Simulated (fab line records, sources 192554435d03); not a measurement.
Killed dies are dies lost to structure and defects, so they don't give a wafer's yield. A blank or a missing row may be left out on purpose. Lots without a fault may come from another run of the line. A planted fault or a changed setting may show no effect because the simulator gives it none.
fab line records | flow n5_finfet | part 2 of 2: steps 5 to 6 of 6
record lots=19 wafers=57 last_day=16
route steps=1938 shown BEOL_M0_SAQP@692 BEOL_M0@718
lots that met no fault: from a run of the same line without faults
start_h: hours from the record's first day to the start of the lot's first wafer shown | wait_h: hours since the lot's step before | " the same as in the row above | L1.1+2: a row that stands for several wafers | - no value, or no start given | * or withheld: withheld | < > ~ a bound
route shown NAME@n: a module of which the file shows steps, and the number in the route of the first | usual: mean/standard deviation of fault-free wafers | same: alike in all rows | chamber/n: place in a boat | sites: the reading at each site | _std_site: their standard deviation | _edge_site: outer sites' mean less inner sites' | radius_mm: how far each site lies from the wafer's centre | mask NAME#n: copy n | behind: the tool/chamber that last shaped the wafer | hold: why the lot was held/for how many hours/how that ended | device: the transistor (n, p or np) that didn't switch | end of line: the same wafers' tests at the end of the route | a step without rows: its recipe alone | killed: dies lost to structure and defects at the first sort, not the wafer's yield | map: a wafer's dies, x killed, . not, _ none there
set.NAME: the setting as run; set.NAME@STEP: as run at that earlier step | model.NAME: the simulator's own value behind a step, which no gauge read
steps of the route over a sample of lots; a table a step, a row a wafer
services: from which hour (start_h, from the record's first day; less than 0 if before it) a tool's chamber was out of use, for how many hours, and why
## steps
# step N5_BEOL_M0_TRENCH_ETCH_107
# recipe chemistry=C4F6/O2 target_depth_a=328 target=SiOC time_s=16.4 ion_energy_ev=250 pressure_mtorr=30 source_w=355 bias_w=185 Ar_flow_sccm=300 C4F6_flow_sccm=10 O2_flow_sccm=10
# usual drypump_motor_current_A=5.61/0.28 oes_product_au=0.79/0.087 rf_fwd_power_W=349.2/1.9 rf_vpp_V=663/21 showerhead_plenum_p_Torr=2.80/0.077 throttle_valve_pct=20.87/0.28
# same time_s=16.4
# columns lot.wafer tool chamber start_h wait_h drypump_motor_current_A oes_product_au rf_fwd_power_W rf_hours_counter_h rf_vpp_V showerhead_plenum_p_Torr throttle_valve_pct
L074.3 rie_diel-06 0 119.33 0.0 6.02 0.89 348.1 16 665 2.76 20.40
L074.4 " 3 " " 5.93 0.70 349.2 199 637 2.70 20.98
L074.5 " 3 " " 5.92 0.70 350.4 - 638 2.70 20.99
L075.1 rie_diel-02 2 123.88 0.0 5.70 0.72 350.0 191 651 2.79 20.88
L075.2 " 1 " " 5.22 0.78 350.5 107 690 2.79 21.50
L075.3 " 0 " " 5.68 0.72 345.2 192 626 2.70 20.95
L076.2 rie_diel-03 3 128.69 0.0 5.95 0.73 350.1 147 651 2.83 20.66
L076.3 " 2 " " 5.71 0.91 346.5 28 691 2.90 20.66
L076.6 " 1 " " 5.24 0.81 347.8 - 681 2.74 20.58
L077.1 rie_diel-06 0 133.03 0.0 6.09 0.90 348.3 20 666 2.75 20.40
L077.3 " 2 " " 5.54 0.87 352.4 60 649 2.89 20.82
L077.6 " 1 " " 5.42 0.93 347.7 - 662 2.91 20.75
L078.1 rie_diel-02 0 137.33 0.0 5.69 0.73 344.1 199 626 2.70 20.95
L078.5 " 1 " " 5.19 0.78 351.5 - 691 2.79 21.50
L078.6 " 2 " " 5.69 0.72 349.5 - 651 2.79 20.91
L079.3 rie_diel-03 0 145.45 0.0 5.07 0.69 349.5 225 676 2.94 20.79
L079.4 " 1 " " 5.22 0.81 349.7 100 682 2.73 20.59
L079.5 " 2 " " 5.71 0.90 349.6 - 693 2.90 20.67
L080.2 rie_diel-03 2 148.62 0.0 5.68 0.91 350.7 34 693 2.90 20.66
L080.4 " 1 " " 5.22 0.82 348.5 101 681 2.73 20.60
L080.6 " 1 " " 5.21 0.81 349.3 - 682 2.73 20.59
L081.2 rie_diel-03 3 154.62 0.0 5.91 0.74 351.0 155 653 2.82 20.68
L081.3 " 1 " " 5.21 0.81 349.0 104 681 2.73 20.59
L081.4 " 2 " " 5.70 0.91 347.5 36 691 2.90 20.68
L082.2 rie_diel-02 1 174.63 0.0 5.21 0.75 349.8 130 690 2.78 21.52
L082.3 " 2 " " 5.69 0.71 348.6 212 650 2.78 20.91
L082.6 " 3 " " 5.75 0.96 350.3 - 680 2.80 20.76
L083.1 rie_diel-02 0 176.01 0.0 5.70 0.71 345.2 212 626 2.69 20.95
L083.4 " 3 " " 5.73 0.95 352.5 9 682 2.80 20.77
L083.5 " 3 " " 5.74 0.95 352.9 - 680 2.80 20.77
L085.2 rie_diel-02 0 180.13 0.0 5.71 0.70 346.9 213 624 2.69 20.96
L085.3 " 2 " " 5.69 0.70 351.7 215 652 2.78 20.93
L085.6 " 3 " " 5.75 0.95 351.6 - 681 2.79 20.75
L086.1 rie_diel-06 1 196.27 0.0 5.42 0.89 345.1 39 661 2.90 20.76
L086.3 " 3 " " 5.93 0.69 349.7 220 637 2.69 21.01
L086.4 " 2 " " 5.55 0.86 350.9 78 648 2.89 20.84
L087.1 rie_diel-03 1 199.08 0.0 5.22 0.79 350.0 122 680 2.72 20.61
L087.2 " 2 " " 5.69 0.89 350.0 54 693 2.89 20.70
L087.3 " 0 " " 5.09 0.69 351.9 246 675 2.93 20.82
L088.1 rie_diel-06 2 200.67 0.0 5.54 0.86 348.8 80 648 2.88 20.84
L088.4 " 3 " " 5.93 0.69 350.4 222 637 2.69 21.01
L088.5 " 1 " " 5.43 0.88 345.8 - 662 2.90 20.81
L090.2 rie_diel-06 0 215.91 0.0 6.08 0.84 350.6 47 665 2.74 20.47
L090.3 " 2 " " 5.55 0.84 349.1 85 649 2.88 20.86
L090.5 " 1 " " 5.41 0.87 346.7 - 661 2.90 20.79
L091.1 rie_diel-02 3 217.72 0.0 5.72 0.91 352.0 24 681 2.79 20.80
L091.3 " 2 " " 5.67 0.70 348.2 230 651 2.78 20.96
L091.5 " 2 " " 5.70 0.70 348.9 - 650 2.78 20.94
L092.2 rie_diel-06 2 228.08 0.0 5.57 0.83 348.9 89 648 2.88 20.84
L092.4 " 3 " " 5.92 0.68 348.8 231 637 2.69 21.03
L092.5 " 2 " " 5.56 0.84 349.2 - 648 2.88 20.84
L093.3 rie_diel-06 3 230.51 0.0 5.93 0.67 349.9 232 638 2.69 21.04
L093.5 " 1 " " 5.41 0.87 347.8 - 661 2.89 20.78
L093.6 " 2 " " 5.57 0.84 351.5 - 648 2.88 20.85
L095.1 rie_diel-02 1 244.74 0.0 5.20 0.74 350.6 153 689 2.77 21.57
L095.2 " 0 " " 5.68 0.68 347.8 236 625 2.68 21.01
L095.4 " 3 " " 5.76 0.90 350.9 34 680 2.79 20.80
# step N5_BEOL_M0_STRIP_142
# recipe chemistry=N2/H2 time_s=10 power_w=450 temp_c=40 pressure_mtorr=20 rf_frequency_hz=6e+07 bias_power_w=7 n2_flow_sccm=200 h2_flow_sccm=200
# usual drypump_motor_current_A=5.61/0.28 oes_product_au=0.79/0.088 rf_vpp_V=58.9/0.85 showerhead_plenum_p_Torr=2.50/0.066 throttle_valve_pct=23.8/0.46
# same time_s=10
# columns lot.wafer tool chamber start_h wait_h drypump_motor_current_A oes_product_au rf_hours_counter_h rf_vpp_V showerhead_plenum_p_Torr throttle_valve_pct
L074.3 rie_diel-06 0 119.35 0.0 6.06 0.91 16 60.1 2.48 23.2
L074.4 " 3 " " 5.92 0.69 199 57.9 2.41 23.6
L074.5 " 3 " " 5.93 0.69 - 58.9 2.41 23.6
L075.1 rie_diel-02 2 123.90 0.0 5.72 0.73 191 58.9 2.51 24.1
L075.2 " 1 " " 5.22 0.78 107 57.9 2.46 24.1
L075.3 " 0 " " 5.72 0.73 192 57.5 2.45 24.4
L076.2 rie_diel-03 3 128.71 0.0 5.97 0.76 147 57.5 2.53 23.5
L076.3 " 2 " " 5.70 0.93 28 59.3 2.57 23.2
L076.6 " 1 " " 5.23 0.80 - 58.6 2.43 23.1
L077.1 rie_diel-06 0 133.05 0.0 6.05 0.88 20 60.4 2.47 23.2
L077.3 " 2 " " 5.53 0.86 60 59.3 2.59 24.2
L077.6 " 1 " " 5.42 0.92 - 58.3 2.60 23.4
L078.1 rie_diel-02 0 137.35 0.0 5.70 0.72 199 58.3 2.45 24.4
L078.5 " 1 " " 5.20 0.77 - 58.5 2.46 24.1
L078.6 " 2 " " 5.67 0.72 - 58.8 2.51 24.1
L079.3 rie_diel-03 0 145.47 0.0 5.10 0.69 225 58.6 2.62 23.4
L079.4 " 1 " " 5.23 0.80 100 57.3 2.42 23.1
L079.5 " 2 " " 5.72 0.93 - 58.2 2.57 23.2
L080.2 rie_diel-03 2 148.64 0.0 5.73 0.93 34 60.2 2.57 23.2
L080.4 " 1 " " 5.24 0.81 101 59.1 2.42 23.1
L080.6 " 1 " " 5.22 0.81 - 59.6 2.42 23.1
L081.2 rie_diel-03 3 154.64 0.0 5.95 0.75 155 58.1 2.53 23.5
L081.3 " 1 " " 5.23 0.81 104 56.4 2.42 23.1
L081.4 " 2 " " 5.70 0.92 36 57.8 2.56 23.2
L082.2 rie_diel-02 1 174.65 0.0 5.24 0.74 130 58.5 2.45 24.1
L082.3 " 2 " " 5.70 0.70 212 59.1 2.51 24.1
L082.6 " 3 " " 5.71 0.96 - 59.1 2.52 24.1
L083.1 rie_diel-02 0 176.03 0.0 5.70 0.72 212 57.9 2.45 24.4
L083.4 " 3 " " 5.77 0.95 9 58.8 2.52 24.1
L083.5 " 3 " " 5.76 0.95 - 59.3 2.52 24.1
L085.2 rie_diel-02 0 180.15 0.0 5.70 0.72 213 58.9 2.44 24.4
L085.3 " 2 " " 5.72 0.70 215 58.7 2.50 24.2
L085.6 " 3 " " 5.79 0.94 - 59.0 2.52 24.1
L086.1 rie_diel-06 1 196.30 0.0 5.42 0.88 39 58.2 2.59 23.4
L086.3 " 3 " " 5.93 0.69 220 58.9 2.40 23.6
L086.4 " 2 " " 5.55 0.85 78 58.5 2.59 24.3
L087.1 rie_diel-03 1 199.11 0.0 5.22 0.79 122 60.0 2.41 23.1
L087.2 " 2 " " 5.70 0.89 54 60.0 2.56 23.2
L087.3 " 0 " " 5.07 0.69 246 59.7 2.61 23.5
L088.1 rie_diel-06 2 200.69 0.0 5.54 0.85 80 59.5 2.58 24.3
L088.4 " 3 " " 5.94 0.69 222 57.4 2.40 23.6
L088.5 " 1 " " 5.42 0.87 - 60.6 2.59 23.5
L090.2 rie_diel-06 0 215.93 0.0 6.04 0.85 47 58.4 2.46 23.2
L090.3 " 2 " " 5.55 0.84 85 59.4 2.58 24.3
L090.5 " 1 " " 5.40 0.87 - 58.0 2.59 23.5
L091.1 rie_diel-02 3 217.74 0.0 5.75 0.91 24 58.7 2.51 24.1
L091.3 " 2 " " 5.70 0.69 230 59.0 2.50 24.2
L091.5 " 2 " " 5.69 0.69 - 58.0 2.50 24.2
L092.2 rie_diel-06 2 228.10 0.0 5.56 0.83 89 57.4 2.58 24.3
L092.4 " 3 " " 5.91 0.68 231 59.1 2.39 23.6
L092.5 " 2 " " 5.56 0.83 - 58.6 2.58 24.2
L093.3 rie_diel-06 3 230.53 0.0 5.94 0.68 232 59.4 2.39 23.6
L093.5 " 1 " " 5.40 0.86 - 59.2 2.59 23.5
L093.6 " 2 " " 5.55 0.83 - 59.3 2.58 24.3
L095.1 rie_diel-02 1 244.76 0.0 5.24 0.73 153 58.3 2.44 24.2
L095.2 " 0 " " 5.70 0.69 236 58.9 2.44 24.4
L095.4 " 3 " " 5.76 0.89 34 60.2 2.51 24.1
## services
# columns tool chamber start_h hours kind
rie_diel-01 - 100.88 0.9 repair
rie_diel-02 1 112.26 2.7 repair
ald_sin-04 3 118.43 18.7 repair
rie_diel-04 0 135.51 2.6 repair
rie_diel-04 2 137.67 9.0 repair
rie_diel-06 3 143.16 8.3 repair
rie_diel-05 3 154.00 3.5 repair
ald_sin-02 3 155.95 8.6 repair
rie_diel-04 - 156.29 1.1 repair
ald_sin-02 3 167.12 5.0 repair
rie_diel-04 1 173.36 6.0 repair
rie_diel-06 - 174.34 14.6 pm
rie_diel-02 - 198.01 0.6 repair
rie_diel-05 - 200.69 1.2 repair
rie_diel-02 1 204.08 6.8 repair
rie_diel-04 3 204.29 12.3 repair
rie_diel-01 - 205.20 14.6 pm
ald_sin-01 - 222.70 1.0 repair
rie_diel-02 - 223.96 2.3 repair
ald_sin-02 3 225.72 5.2 repair
rie_diel-03 2 228.06 8.4 repair
rie_diel-05 0 231.27 1.3 repair
rie_diel-06 2 235.93 8.0 repair
rie_diel-01 2 241.99 4.6 repair
